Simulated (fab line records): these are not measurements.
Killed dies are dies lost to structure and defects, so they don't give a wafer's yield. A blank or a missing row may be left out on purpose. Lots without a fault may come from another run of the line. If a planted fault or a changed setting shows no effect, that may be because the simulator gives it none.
The tool behind it: which one? :: flow nand-harc :: Sampling: 24 lots, 72 wafers, 6 of 1302 route steps

== WHAT EACH GAUGE READ, for each wafer ==
NHARC_P_M0_INSPECT_27.
lot: L074
measured: day 6 06:44
on: defect-inspect-02
raw-defect-count: 251 380 208

lot: L075
measured: day 6 17:41
on: defect-inspect-01
raw-defect-count: 176 175 212

lot: L076
measured: day 6 20:10
on: defect-inspect-01
raw-defect-count: 501 427 333

lot: L077
measured: day 7 18:42
on: defect-inspect-02
raw-defect-count: 164 137 122

lot: L078
measured: day 7 19:50
on: defect-inspect-02
raw-defect-count: 419 371 239

lot: L079
measured: day 8 07:20
on: defect-inspect-01
raw-defect-count: 152 337 519

lot: L080
measured: day 8 12:32
on: defect-inspect-02
raw-defect-count: 409 349 365

lot: L081
measured: day 9 04:22
on: defect-inspect-02
raw-defect-count: 212 222 353

lot: L082
measured: day 9 11:37
on: defect-inspect-02
raw-defect-count: 477 429 561

lot: L084
measured: day 10 04:24
on: defect-inspect-01
raw-defect-count: 229 298 178

lot: L083
measured: day 10 05:15
on: defect-inspect-02
raw-defect-count: 220 409 241

lot: L085
measured: day 10 16:13
on: defect-inspect-01
raw-defect-count: 293 245 335

lot: L086
measured: day 11 02:27
on: defect-inspect-02
raw-defect-count: 260 490 547

lot: L089
measured: day 12 08:47
on: defect-inspect-01
raw-defect-count: 450 174 184

lot: L087
measured: day 12 06:46
on: defect-inspect-01
raw-defect-count: 200 176 141

lot: L088
measured: day 12 07:05
on: defect-inspect-01
raw-defect-count: 150 220 202

lot: L090
measured: day 12 19:29
on: defect-inspect-01
raw-defect-count: 218 230 180

lot: L091
measured: day 13 07:46
on: defect-inspect-02
raw-defect-count: 292 445 361

lot: L092
measured: day 13 12:47
on: defect-inspect-02
raw-defect-count: 520 449 724

lot: L093
measured: day 13 23:35
on: defect-inspect-02
raw-defect-count: 157 382 251

lot: L094
measured: day 14 04:35
on: defect-inspect-01
raw-defect-count: 455 219 304

lot: L095
measured: day 14 23:16
on: defect-inspect-01
raw-defect-count: 262 266 206

lot: L096
measured: day 15 06:54
on: defect-inspect-01
raw-defect-count: 170 104 143

lot: L097
measured: day 15 15:58
on: defect-inspect-01
raw-defect-count: 221 308 205

NHARC_P_M1_OVL_MEAS_10: pitch 260 nm.
lot: L074
measured: day 6 08:13
on: overlay-02
overlay-x-nm (nm): 1.3 1.0 0.8
overlay-y-nm (nm): -0.4 -0.1 0.1

lot: L075
measured: day 6 19:10
on: overlay-02
overlay-x-nm (nm): -0.6 -0.2 -0.4
overlay-y-nm (nm): 0.2 0.5 0.8

lot: L076
measured: day 6 21:46
on: overlay-01
overlay-x-nm (nm): 0.3 0.0 0.4
overlay-y-nm (nm): 1.8 1.4 1.2

lot: L077
measured: day 7 20:04
on: overlay-01
overlay-x-nm (nm): -0.9 -1.1 -0.3
overlay-y-nm (nm): 0.2 0.3 0.3

lot: L078
measured: day 7 21:20
on: overlay-02
overlay-x-nm (nm): 0.1 0.4 0.3
overlay-y-nm (nm): -0.6 -1.0 -0.5

lot: L079
measured: day 8 08:41
on: overlay-01
overlay-x-nm (nm): 0.7 1.0 0.2
overlay-y-nm (nm): -1.3 -2.2 -1.1

lot: L080
measured: day 8 14:01
on: overlay-01
overlay-x-nm (nm): 0.4 0.9 0.4
overlay-y-nm (nm): -0.3 -0.7 -1.0

lot: L081
measured: day 9 06:08
on: overlay-01
overlay-x-nm (nm): 0.0 -0.2 -0.6
overlay-y-nm (nm): 1.1 0.2 0.8

lot: L082
measured: day 9 12:58
on: overlay-01
overlay-x-nm (nm): 0.4 0.0 0.0
overlay-y-nm (nm): 0.7 0.9 0.3

lot: L084
measured: day 10 05:53
on: overlay-02
overlay-x-nm (nm): 0.1 0.1 -0.1
overlay-y-nm (nm): 0.3 0.1 0.3

lot: L083
measured: day 10 06:43
on: overlay-01
overlay-x-nm (nm): -0.6 -0.2 -1.0
overlay-y-nm (nm): 0.1 0.9 0.0

lot: L085
measured: day 10 17:55
on: overlay-02
overlay-x-nm (nm): 0.6 0.5 0.5
overlay-y-nm (nm): 1.0 0.5 0.8

lot: L086
measured: day 11 03:57
on: overlay-02
overlay-x-nm (nm): 0.0 -0.1 -0.4
overlay-y-nm (nm): -1.4 -1.0 -0.9

lot: L089
measured: day 12 10:16
on: overlay-02
overlay-x-nm (nm): -1.1 -0.6 -0.8
overlay-y-nm (nm): -1.2 -1.3 -1.3

lot: L087
measured: day 12 08:13
on: overlay-02
overlay-x-nm (nm): -0.1 -0.4 0.1
overlay-y-nm (nm): 1.0 0.9 0.1

lot: L088
measured: day 12 08:35
on: overlay-01
overlay-x-nm (nm): 0.1 -0.3 0.0
overlay-y-nm (nm): -0.3 0.0 -0.2

lot: L090
measured: day 12 20:51
on: overlay-01
overlay-x-nm (nm): -0.2 0.2 1.0
overlay-y-nm (nm): -0.8 -1.6 -1.7

lot: L091
measured: day 13 09:15
on: overlay-02
overlay-x-nm (nm): -0.3 -0.4 -0.4
overlay-y-nm (nm): -0.8 -0.7 -1.1

lot: L092
measured: day 13 14:17
on: overlay-02
overlay-x-nm (nm): 0.4 0.7 0.7
overlay-y-nm (nm): -1.1 -1.8 -1.4

lot: L093
measured: day 14 01:04
on: overlay-02
overlay-x-nm (nm): 0.0 0.4 -0.1
overlay-y-nm (nm): 0.5 1.0 0.9

lot: L094
measured: day 14 06:04
on: overlay-01
overlay-x-nm (nm): 0.1 -0.9 -0.4
overlay-y-nm (nm): 1.7 1.4 2.0

lot: L095
measured: day 15 00:37
on: overlay-01
overlay-x-nm (nm): -0.5 -0.5 -1.0
overlay-y-nm (nm): 0.3 0.6 0.5

lot: L096
measured: day 15 08:23
on: overlay-02
overlay-x-nm (nm): -0.2 -0.1 0.8
overlay-y-nm (nm): -0.9 -1.3 -1.1

lot: L097
measured: day 15 17:34
on: overlay-01
overlay-x-nm (nm): -0.1 0.6 0.8
overlay-y-nm (nm): 0.4 -0.3 0.4

== TOOL THAT RAN EACH LOT (tool first, then ch and the chambers of the sampled wafers, then the start) ==
lot: L074
NHARC_P_GATE_DESCUM_31: rie-diel-01 ch 2,3, day 5 04:00
NHARC_P_GATE_DESCUM_93: rie-diel-02 ch 1,2, day 5 19:14
NHARC_P_M0_PVD_21: pvd-sputter-03, day 6 06:44 or earlier
NHARC_P_M0_DEP_32: pecvd-01 ch 0,1, day 6 06:55

lot: L075
NHARC_P_GATE_DESCUM_31: rie-diel-02 ch 0,3, day 5 14:37
NHARC_P_GATE_DESCUM_93: rie-diel-09 ch 2,3, day 6 06:16
NHARC_P_M0_PVD_21: pvd-sputter-01, day 6 17:41 or earlier
NHARC_P_M0_DEP_32: pecvd-03 ch 0,2, day 6 17:50

lot: L076
NHARC_P_GATE_DESCUM_31: rie-diel-09 ch 0,1,3, day 5 16:46
NHARC_P_GATE_DESCUM_93: rie-diel-01 ch 0,1,2, day 6 08:11
NHARC_P_M0_PVD_21: pvd-sputter-03, day 6 20:10 or earlier
NHARC_P_M0_DEP_32: pecvd-03 ch 0,2, day 6 20:33

lot: L077
NHARC_P_GATE_DESCUM_31: rie-diel-09 ch 2,3, day 6 12:52
NHARC_P_GATE_DESCUM_93: rie-diel-01 ch 0,2, day 7 06:30
NHARC_P_M0_PVD_21: pvd-sputter-03, day 7 18:42 or earlier
NHARC_P_M0_DEP_32: pecvd-03 ch 0,2, day 7 18:56

lot: L078
NHARC_P_GATE_DESCUM_31: rie-diel-02 ch 0,1,2, day 6 17:09
NHARC_P_GATE_DESCUM_93: rie-diel-09 ch 0,3, day 7 08:19
NHARC_P_M0_PVD_21: pvd-sputter-02, day 7 19:50 or earlier
NHARC_P_M0_DEP_32: pecvd-02 ch 0,2, day 7 20:04

lot: L079
NHARC_P_GATE_DESCUM_31: rie-diel-02 ch 0,1,3, day 7 02:00
NHARC_P_GATE_DESCUM_93: rie-diel-02 ch 2,3, day 7 19:59
NHARC_P_M0_PVD_21: pvd-sputter-01, day 8 07:20 or earlier
NHARC_P_M0_DEP_32: pecvd-03 ch 0,1,2, day 8 07:34

lot: L080
NHARC_P_GATE_DESCUM_31: rie-diel-02 ch 1,2,3, day 7 09:53
NHARC_P_GATE_DESCUM_93: rie-diel-02 ch 0,3, day 8 01:08
NHARC_P_M0_PVD_21: pvd-sputter-01, day 8 12:32 or earlier
NHARC_P_M0_DEP_32: pecvd-01 ch 1,2, day 8 12:46

lot: L081
NHARC_P_GATE_DESCUM_31: rie-diel-01 ch 0,1,2, day 8 01:34
NHARC_P_GATE_DESCUM_93: rie-diel-01 ch 0,1,3, day 8 16:59
NHARC_P_M0_PVD_21: pvd-sputter-02, day 9 04:22 or earlier
NHARC_P_M0_DEP_32: pecvd-02 ch 0,1, day 9 04:44

lot: L082
NHARC_P_GATE_DESCUM_31: rie-diel-02 ch 0,1,2, day 8 09:04
NHARC_P_GATE_DESCUM_93: rie-diel-02 ch 0,2,3, day 9 00:23
NHARC_P_M0_PVD_21: pvd-sputter-01, day 9 11:37 or earlier
NHARC_P_M0_DEP_32: pecvd-03 ch 0,1, day 9 11:51

lot: L084
NHARC_P_GATE_DESCUM_31: rie-diel-02 ch 0,1,3, day 9 01:29
NHARC_P_GATE_DESCUM_93: rie-diel-09 ch 1,2, day 9 16:57
NHARC_P_M0_PVD_21: pvd-sputter-01, day 10 04:24 or earlier
NHARC_P_M0_DEP_32: pecvd-01 ch 0,1, day 10 04:35

lot: L083
NHARC_P_GATE_DESCUM_31: rie-diel-01 ch 0,3, day 9 02:07
NHARC_P_GATE_DESCUM_93: rie-diel-02 ch 1,2,3, day 9 17:46
NHARC_P_M0_PVD_21: pvd-sputter-02, day 10 05:15 or earlier
NHARC_P_M0_DEP_32: pecvd-02 ch 1,2, day 10 05:26

lot: L085
NHARC_P_GATE_DESCUM_31: rie-diel-09 ch 0,1,2, day 9 13:37
NHARC_P_GATE_DESCUM_93: rie-diel-09 ch 0,2,3, day 10 04:52
NHARC_P_M0_PVD_21: pvd-sputter-02, day 10 16:13 or earlier
NHARC_P_M0_DEP_32: pecvd-03 ch 1,2, day 10 16:25

lot: L086
NHARC_P_GATE_DESCUM_31: rie-diel-09 ch 1,2, day 9 23:09
NHARC_P_GATE_DESCUM_93: rie-diel-01 ch 0,3, day 10 14:35
NHARC_P_M0_PVD_21: pvd-sputter-01, day 11 02:27 or earlier
NHARC_P_M0_DEP_32: pecvd-02 ch 0,1,2, day 11 02:43

lot: L089
NHARC_P_GATE_DESCUM_31: rie-diel-02 ch 0,1,2, day 11 03:17
NHARC_P_GATE_DESCUM_93: rie-diel-01 ch 0,2,3, day 11 21:04
NHARC_P_M0_PVD_21: pvd-sputter-03, day 12 08:47 or earlier
NHARC_P_M0_DEP_32: pecvd-02 ch 0,2, day 12 08:56

lot: L087
NHARC_P_GATE_DESCUM_31: rie-diel-01 ch 2,3, day 11 03:42
NHARC_P_GATE_DESCUM_93: rie-diel-01 ch 1,2, day 11 18:48
NHARC_P_M0_PVD_21: pvd-sputter-01, day 12 06:46 or earlier
NHARC_P_M0_DEP_32: pecvd-02 ch 0,1,2, day 12 06:54

lot: L088
NHARC_P_GATE_DESCUM_31: rie-diel-02 ch 0,2,3, day 11 03:59
NHARC_P_GATE_DESCUM_93: rie-diel-02 ch 0,3, day 11 19:33
NHARC_P_M0_PVD_21: pvd-sputter-03, day 12 07:05 or earlier
NHARC_P_M0_DEP_32: pecvd-02 ch 0,1,2, day 12 07:14

lot: L090
NHARC_P_GATE_DESCUM_31: rie-diel-02 ch 0,3, day 11 16:47
NHARC_P_GATE_DESCUM_93: rie-diel-02 ch 0,1,2, day 12 08:16
NHARC_P_M0_PVD_21: pvd-sputter-03, day 12 19:29 or earlier
NHARC_P_M0_DEP_32: pecvd-01 ch 0,1,2, day 12 19:46

lot: L091
NHARC_P_GATE_DESCUM_31: rie-diel-02 ch 2,3, day 12 04:58
NHARC_P_GATE_DESCUM_93: rie-diel-09 ch 1,2,3, day 12 20:20
NHARC_P_M0_PVD_21: pvd-sputter-02, day 13 07:46 or earlier
NHARC_P_M0_DEP_32: pecvd-01 ch 0,1, day 13 07:57

lot: L092
NHARC_P_GATE_DESCUM_31: rie-diel-01 ch 1,2, day 12 09:43
NHARC_P_GATE_DESCUM_93: rie-diel-01 ch 0,2,3, day 13 01:16
NHARC_P_M0_PVD_21: pvd-sputter-02, day 13 12:47 or earlier
NHARC_P_M0_DEP_32: pecvd-03 ch 0,1, day 13 12:55

lot: L093
NHARC_P_GATE_DESCUM_31: rie-diel-09 ch 0,1,2, day 12 20:46
NHARC_P_GATE_DESCUM_93: rie-diel-01 ch 2,3, day 13 12:10
NHARC_P_M0_PVD_21: pvd-sputter-03, day 13 22:11
NHARC_P_M0_DEP_32: pecvd-02 ch 0,1,2, day 13 23:49

lot: L094
NHARC_P_GATE_DESCUM_31: rie-diel-01 ch 0,2,3, day 13 02:01
NHARC_P_GATE_DESCUM_93: rie-diel-02 ch 1,2,3, day 13 17:23
NHARC_P_M0_PVD_21: pvd-sputter-02, day 14 04:35 or earlier
NHARC_P_M0_DEP_32: pecvd-02 ch 0,2, day 14 04:47

lot: L095
NHARC_P_GATE_DESCUM_31: rie-diel-09 ch 0,1,2, day 13 20:13
NHARC_P_GATE_DESCUM_93: rie-diel-01 ch 0,1,3, day 14 11:41
NHARC_P_M0_PVD_21: pvd-sputter-02, day 14 23:16 or earlier
NHARC_P_M0_DEP_32: pecvd-03 ch 1,2, day 14 23:30

lot: L096
NHARC_P_GATE_DESCUM_31: rie-diel-02 ch 0,1,2, day 14 04:14
NHARC_P_GATE_DESCUM_93: rie-diel-01 ch 1,2, day 14 19:37
NHARC_P_M0_PVD_21: pvd-sputter-03, day 15 06:54 or earlier
NHARC_P_M0_DEP_32: pecvd-01 ch 0,1,2, day 15 07:03

lot: L097
NHARC_P_GATE_DESCUM_31: rie-diel-01 ch 1,3, day 14 12:56
NHARC_P_GATE_DESCUM_93: rie-diel-09 ch 1,3, day 15 04:22
NHARC_P_M0_PVD_21: pvd-sputter-02, day 15 15:58 or earlier
NHARC_P_M0_DEP_32: pecvd-02 ch 0,1, day 15 16:09
- NHARC_P_GATE_DESCUM_31: chemistry O2, time 3 s.
- NHARC_P_GATE_DESCUM_93: chemistry O2, time 3 s.
- NHARC_P_M0_PVD_21: deposits Cu, target thk 30 nm, time 20.49 s.
- NHARC_P_M0_DEP_32: deposits SiCN, target thk 30 nm.

== WHAT THE TOOLS THEMSELVES READ (means of the sampled wafers that have a number; where no wafer has one, the mark that the record gives instead) ==
NHARC_P_GATE_DESCUM_31.
lot: L074
tool: rie-diel-01
drypump-motor-current-A (A): 5.2
oes-product-au (a.u.): 1.002
rf-vpp-V (V): 57.2
showerhead-plenum-p-Torr (Torr): 1.91
throttle-valve-pct (%): 11.312

lot: L075
tool: rie-diel-02
drypump-motor-current-A (A): 5.3
oes-product-au (a.u.): 0.996
rf-vpp-V (V): 57.9
showerhead-plenum-p-Torr (Torr): 1.96
throttle-valve-pct (%): 11.311

lot: L076
tool: rie-diel-09
drypump-motor-current-A (A): 6.0
oes-product-au (a.u.): 0.989
rf-vpp-V (V): 57.1
showerhead-plenum-p-Torr (Torr): 1.90
throttle-valve-pct (%): 11.304

lot: L077
tool: rie-diel-09
drypump-motor-current-A (A): 6.2
oes-product-au (a.u.): 1.011
rf-vpp-V (V): 57.4
showerhead-plenum-p-Torr (Torr): 1.79
throttle-valve-pct (%): 11.308

lot: L078
tool: rie-diel-02
drypump-motor-current-A (A): 5.7
oes-product-au (a.u.): 0.995
rf-vpp-V (V): 58.0
showerhead-plenum-p-Torr (Torr): 1.83
throttle-valve-pct (%): 11.314

lot: L079
tool: rie-diel-02
drypump-motor-current-A (A): 5.7
oes-product-au (a.u.): 1.004
rf-vpp-V (V): 57.7
showerhead-plenum-p-Torr (Torr): 1.91
throttle-valve-pct (%): 11.313

lot: L080
tool: rie-diel-02
drypump-motor-current-A (A): 5.7
oes-product-au (a.u.): 1.004
rf-vpp-V (V): 58.0
showerhead-plenum-p-Torr (Torr): 1.88
throttle-valve-pct (%): 11.309

lot: L081
tool: rie-diel-01
drypump-motor-current-A (A): 5.8
oes-product-au (a.u.): 1.007
rf-vpp-V (V): 57.5
showerhead-plenum-p-Torr (Torr): 1.90
throttle-valve-pct (%): 11.313

lot: L082
tool: rie-diel-02
drypump-motor-current-A (A): 5.7
oes-product-au (a.u.): 1.001
rf-vpp-V (V): 58.6
showerhead-plenum-p-Torr (Torr): 1.83
throttle-valve-pct (%): 11.308

lot: L084
tool: rie-diel-02
drypump-motor-current-A (A): 5.7
oes-product-au (a.u.): 0.999
rf-vpp-V (V): 56.9
showerhead-plenum-p-Torr (Torr): 1.91
throttle-valve-pct (%): 11.304

lot: L083
tool: rie-diel-01
drypump-motor-current-A (A): 6.2
oes-product-au (a.u.): 1.002
rf-vpp-V (V): 57.9
showerhead-plenum-p-Torr (Torr): 1.95
throttle-valve-pct (%): 11.303

lot: L085
tool: rie-diel-09
drypump-motor-current-A (A): 6.0
oes-product-au (a.u.): 0.992
rf-vpp-V (V): 57.8
showerhead-plenum-p-Torr (Torr): 1.90
throttle-valve-pct (%): 11.316

lot: L086
tool: rie-diel-09
drypump-motor-current-A (A): 6.2
oes-product-au (a.u.): 1.013
rf-vpp-V (V): 58.0
showerhead-plenum-p-Torr (Torr): 1.87
throttle-valve-pct (%): 11.315

lot: L089
tool: rie-diel-02
drypump-motor-current-A (A): 5.7
oes-product-au (a.u.): 0.996
rf-vpp-V (V): 57.6
showerhead-plenum-p-Torr (Torr): 1.83
throttle-valve-pct (%): 11.313

lot: L087
tool: rie-diel-01
drypump-motor-current-A (A): 5.2
oes-product-au (a.u.): 1.000
rf-vpp-V (V): 57.9
showerhead-plenum-p-Torr (Torr): 1.91
throttle-valve-pct (%): 11.318

lot: L088
tool: rie-diel-02
drypump-motor-current-A (A): 5.4
oes-product-au (a.u.): 1.013
rf-vpp-V (V): 57.9
showerhead-plenum-p-Torr (Torr): 1.88
throttle-valve-pct (%): 11.314

lot: L090
tool: rie-diel-02
drypump-motor-current-A (A): 5.3
oes-product-au (a.u.): 1.017
rf-vpp-V (V): 58.0
showerhead-plenum-p-Torr (Torr): 1.96
throttle-valve-pct (%): 11.310

lot: L091
tool: rie-diel-02
drypump-motor-current-A (A): 5.3
oes-product-au (a.u.): 1.009
rf-vpp-V (V): 57.9
showerhead-plenum-p-Torr (Torr): 1.93
throttle-valve-pct (%): 11.309

lot: L092
tool: rie-diel-01
drypump-motor-current-A (A): 5.7
oes-product-au (a.u.): 1.009
rf-vpp-V (V): 57.6
showerhead-plenum-p-Torr (Torr): 1.86
throttle-valve-pct (%): 11.315

lot: L093
tool: rie-diel-09
drypump-motor-current-A (A): 6.0
oes-product-au (a.u.): 1.000
rf-vpp-V (V): 57.7
showerhead-plenum-p-Torr (Torr): 1.90
throttle-valve-pct (%): 11.324

lot: L094
tool: rie-diel-01
drypump-motor-current-A (A): 5.7
oes-product-au (a.u.): 0.990
rf-vpp-V (V): 57.9
showerhead-plenum-p-Torr (Torr): 1.92
throttle-valve-pct (%): 11.311

lot: L095
tool: rie-diel-09
drypump-motor-current-A (A): 6.0
oes-product-au (a.u.): 0.987
rf-vpp-V (V): 58.3
showerhead-plenum-p-Torr (Torr): 1.90
throttle-valve-pct (%): 11.308

lot: L096
tool: rie-diel-02
drypump-motor-current-A (A): 5.7
oes-product-au (a.u.): 0.995
rf-vpp-V (V): 56.8
showerhead-plenum-p-Torr (Torr): 1.83
throttle-valve-pct (%): 11.303

lot: L097
tool: rie-diel-01
drypump-motor-current-A (A): 5.9
oes-product-au (a.u.): 0.995
rf-vpp-V (V): 57.5
showerhead-plenum-p-Torr (Torr): 1.90
throttle-valve-pct (%): 11.317

NHARC_P_GATE_DESCUM_93.
lot: L074
tool: rie-diel-02
drypump-motor-current-A (A): 6.0
oes-product-au (a.u.): 0.991
rf-vpp-V (V): 57.1
showerhead-plenum-p-Torr (Torr): 1.83
throttle-valve-pct (%): 11.309

lot: L075
tool: rie-diel-09
drypump-motor-current-A (A): 6.2
oes-product-au (a.u.): 1.011
rf-vpp-V (V): 56.8
showerhead-plenum-p-Torr (Torr): 1.79
throttle-valve-pct (%): 11.313

lot: L076
tool: rie-diel-01
drypump-motor-current-A (A): 5.8
oes-product-au (a.u.): 0.999
rf-vpp-V (V): 57.0
showerhead-plenum-p-Torr (Torr): 1.90
throttle-valve-pct (%): 11.318

lot: L077
tool: rie-diel-01
drypump-motor-current-A (A): 5.9
oes-product-au (a.u.): 0.994
rf-vpp-V (V): 57.4
showerhead-plenum-p-Torr (Torr): 1.94
throttle-valve-pct (%): 11.315

lot: L078
tool: rie-diel-09
drypump-motor-current-A (A): 5.8
oes-product-au (a.u.): 1.012
rf-vpp-V (V): 58.1
showerhead-plenum-p-Torr (Torr): 1.86
throttle-valve-pct (%): 11.311

lot: L079
tool: rie-diel-02
drypump-motor-current-A (A): 5.3
oes-product-au (a.u.): 1.009
rf-vpp-V (V): 58.2
showerhead-plenum-p-Torr (Torr): 1.93
throttle-valve-pct (%): 11.315

lot: L080
tool: rie-diel-02
drypump-motor-current-A (A): 5.4
oes-product-au (a.u.): 1.005
rf-vpp-V (V): 58.1
showerhead-plenum-p-Torr (Torr): 1.91
throttle-valve-pct (%): 11.305

lot: L081
tool: rie-diel-01
drypump-motor-current-A (A): 6.1
oes-product-au (a.u.): 0.997
rf-vpp-V (V): 57.4
showerhead-plenum-p-Torr (Torr): 1.91
throttle-valve-pct (%): 11.311

lot: L082
tool: rie-diel-02
drypump-motor-current-A (A): 5.4
oes-product-au (a.u.): 0.997
rf-vpp-V (V): 57.1
showerhead-plenum-p-Torr (Torr): 1.88
throttle-valve-pct (%): 11.308

lot: L084
tool: rie-diel-09
drypump-motor-current-A (A): 6.2
oes-product-au (a.u.): 0.997
rf-vpp-V (V): 59.2
showerhead-plenum-p-Torr (Torr): 1.87
throttle-valve-pct (%): 11.318

lot: L083
tool: rie-diel-02
drypump-motor-current-A (A): 5.6
oes-product-au (a.u.): 0.993
rf-vpp-V (V): 57.7
showerhead-plenum-p-Torr (Torr): 1.88
throttle-valve-pct (%): 11.304

lot: L085
tool: rie-diel-09
drypump-motor-current-A (A): 6.0
oes-product-au (a.u.): 1.009
rf-vpp-V (V): 57.0
showerhead-plenum-p-Torr (Torr): 1.82
throttle-valve-pct (%): 11.316

lot: L086
tool: rie-diel-01
drypump-motor-current-A (A): 6.0
oes-product-au (a.u.): 0.983
rf-vpp-V (V): 57.1
showerhead-plenum-p-Torr (Torr): 1.94
throttle-valve-pct (%): 11.303

lot: L089
tool: rie-diel-01
drypump-motor-current-A (A): 5.7
oes-product-au (a.u.): 0.992
rf-vpp-V (V): 58.5
showerhead-plenum-p-Torr (Torr): 1.93
throttle-valve-pct (%): 11.319

lot: L087
tool: rie-diel-01
drypump-motor-current-A (A): 5.3
oes-product-au (a.u.): 1.003
rf-vpp-V (V): 57.4
showerhead-plenum-p-Torr (Torr): 1.88
throttle-valve-pct (%): 11.319

lot: L088
tool: rie-diel-02
drypump-motor-current-A (A): 5.4
oes-product-au (a.u.): 1.014
rf-vpp-V (V): 57.2
showerhead-plenum-p-Torr (Torr): 1.91
throttle-valve-pct (%): 11.320

lot: L090
tool: rie-diel-02
drypump-motor-current-A (A): 5.7
oes-product-au (a.u.): 0.997
rf-vpp-V (V): 57.1
showerhead-plenum-p-Torr (Torr): 1.83
throttle-valve-pct (%): 11.306

lot: L091
tool: rie-diel-09
drypump-motor-current-A (A): 6.2
oes-product-au (a.u.): 1.008
rf-vpp-V (V): 57.6
showerhead-plenum-p-Torr (Torr): 1.86
throttle-valve-pct (%): 11.309

lot: L092
tool: rie-diel-01
drypump-motor-current-A (A): 5.7
oes-product-au (a.u.): 0.992
rf-vpp-V (V): 57.2
showerhead-plenum-p-Torr (Torr): 1.93
throttle-valve-pct (%): 11.311

lot: L093
tool: rie-diel-01
drypump-motor-current-A (A): 5.5
oes-product-au (a.u.): 0.989
rf-vpp-V (V): 58.2
showerhead-plenum-p-Torr (Torr): 1.92
throttle-valve-pct (%): 11.308

lot: L094
tool: rie-diel-02
drypump-motor-current-A (A): 5.7
oes-product-au (a.u.): 1.005
rf-vpp-V (V): 57.0
showerhead-plenum-p-Torr (Torr): 1.88
throttle-valve-pct (%): 11.310

lot: L095
tool: rie-diel-01
drypump-motor-current-A (A): 6.1
oes-product-au (a.u.): 0.996
rf-vpp-V (V): 57.7
showerhead-plenum-p-Torr (Torr): 1.91
throttle-valve-pct (%): 11.313

lot: L096
tool: rie-diel-01
drypump-motor-current-A (A): 5.8
oes-product-au (a.u.): 1.007
rf-vpp-V (V): 57.6
showerhead-plenum-p-Torr (Torr): 1.86
throttle-valve-pct (%): 11.303

lot: L097
tool: rie-diel-09
drypump-motor-current-A (A): 6.3
oes-product-au (a.u.): 1.000
rf-vpp-V (V): 57.4
showerhead-plenum-p-Torr (Torr): 1.86
throttle-valve-pct (%): 11.315

NHARC_P_M0_PVD_21.
lot: L074
tool: pvd-sputter-03
throttle-valve-pct (%): 29.4

lot: L075
tool: pvd-sputter-01
throttle-valve-pct (%): 29.5

lot: L076
tool: pvd-sputter-03
throttle-valve-pct (%): 29.6

lot: L077
tool: pvd-sputter-03
throttle-valve-pct (%): 28.4

lot: L078
tool: pvd-sputter-02
throttle-valve-pct (%): 29.8

lot: L079
tool: pvd-sputter-01
throttle-valve-pct (%): 30.1

lot: L080
tool: pvd-sputter-01
throttle-valve-pct (%): 29.4

lot: L081
tool: pvd-sputter-02
throttle-valve-pct (%): 30.1

lot: L082
tool: pvd-sputter-01
throttle-valve-pct (%): 28.6

lot: L084
tool: pvd-sputter-01
throttle-valve-pct (%): 29.2

lot: L083
tool: pvd-sputter-02
throttle-valve-pct (%): 29.7

lot: L085
tool: pvd-sputter-02
throttle-valve-pct (%): 29.8

lot: L086
tool: pvd-sputter-01
throttle-valve-pct (%): 30.0

lot: L089
tool: pvd-sputter-03
throttle-valve-pct (%): 29.6

lot: L087
tool: pvd-sputter-01
throttle-valve-pct (%): 30.0

lot: L088
tool: pvd-sputter-03
throttle-valve-pct (%): 28.7

lot: L090
tool: pvd-sputter-03
throttle-valve-pct (%): 29.3

lot: L091
tool: pvd-sputter-02
throttle-valve-pct (%): 29.6

lot: L092
tool: pvd-sputter-02
throttle-valve-pct (%): 29.8

lot: L093
tool: pvd-sputter-03
throttle-valve-pct (%): 29.0

lot: L094
tool: pvd-sputter-02
throttle-valve-pct (%): 29.8

lot: L095
tool: pvd-sputter-02
throttle-valve-pct (%): 29.5

lot: L096
tool: pvd-sputter-03
throttle-valve-pct (%): 29.7

lot: L097
tool: pvd-sputter-02
throttle-valve-pct (%): 29.9

NHARC_P_M0_DEP_32.
lot: L074
tool: pecvd-01
heater-power-w (W): 575

lot: L075
tool: pecvd-03
heater-power-w (W): 501

lot: L076
tool: pecvd-03
heater-power-w (W): 457

lot: L077
tool: pecvd-03
heater-power-w (W): 481

lot: L078
tool: pecvd-02
heater-power-w (W): 715

lot: L079
tool: pecvd-03
heater-power-w (W): 565

lot: L080
tool: pecvd-01
heater-power-w (W): 623

lot: L081
tool: pecvd-02
heater-power-w (W): 684

lot: L082
tool: pecvd-03
heater-power-w (W): 658

lot: L084
tool: pecvd-01
heater-power-w (W): 578

lot: L083
tool: pecvd-02
heater-power-w (W): 715

lot: L085
tool: pecvd-03
heater-power-w (W): 698

lot: L086
tool: pecvd-02
heater-power-w (W): 670

lot: L089
tool: pecvd-02
heater-power-w (W): 670

lot: L087
tool: pecvd-02
heater-power-w (W): 628

lot: L088
tool: pecvd-02
heater-power-w (W): 642

lot: L090
tool: pecvd-01
heater-power-w (W): 580

lot: L091
tool: pecvd-01
heater-power-w (W): 574

lot: L092
tool: pecvd-03
heater-power-w (W): 589

lot: L093
tool: pecvd-02
heater-power-w (W): 642

lot: L094
tool: pecvd-02
heater-power-w (W): 611

lot: L095
tool: pecvd-03
heater-power-w (W): 719

lot: L096
tool: pecvd-01
heater-power-w (W): 592

lot: L097
tool: pecvd-02
heater-power-w (W): 718

== THE ANSWER, worked out from the rows above alone ==
Rule: what is usual is taken from the lots themselves. The widest of any qualifying gaps counts: lots, ordered by their means at a reading, are off when they make up no more than a third of the lots, leave a main group of 4 or more, and stand apart from it by 3 or more times the standard deviation of that group's means. The tables above print the reading to a certain number of digits; a main group whose means all agree to those digits is not used. Also off: a lot with no number at a reading for which 4 or more lots have one. The other lots that the step has rows for count as sound. After the gauges, taken in route order, come the tools' own readings; for these a lot's mean is taken, as printed above. The first step at which some lot is off is used, and at that step the reading that is off furthest; a lot without a number counts as furthest.
Across all readings shown, no lot is off: no conclusion can be drawn from this.

== WHAT THE SIMULATOR HAD INSERTED ==
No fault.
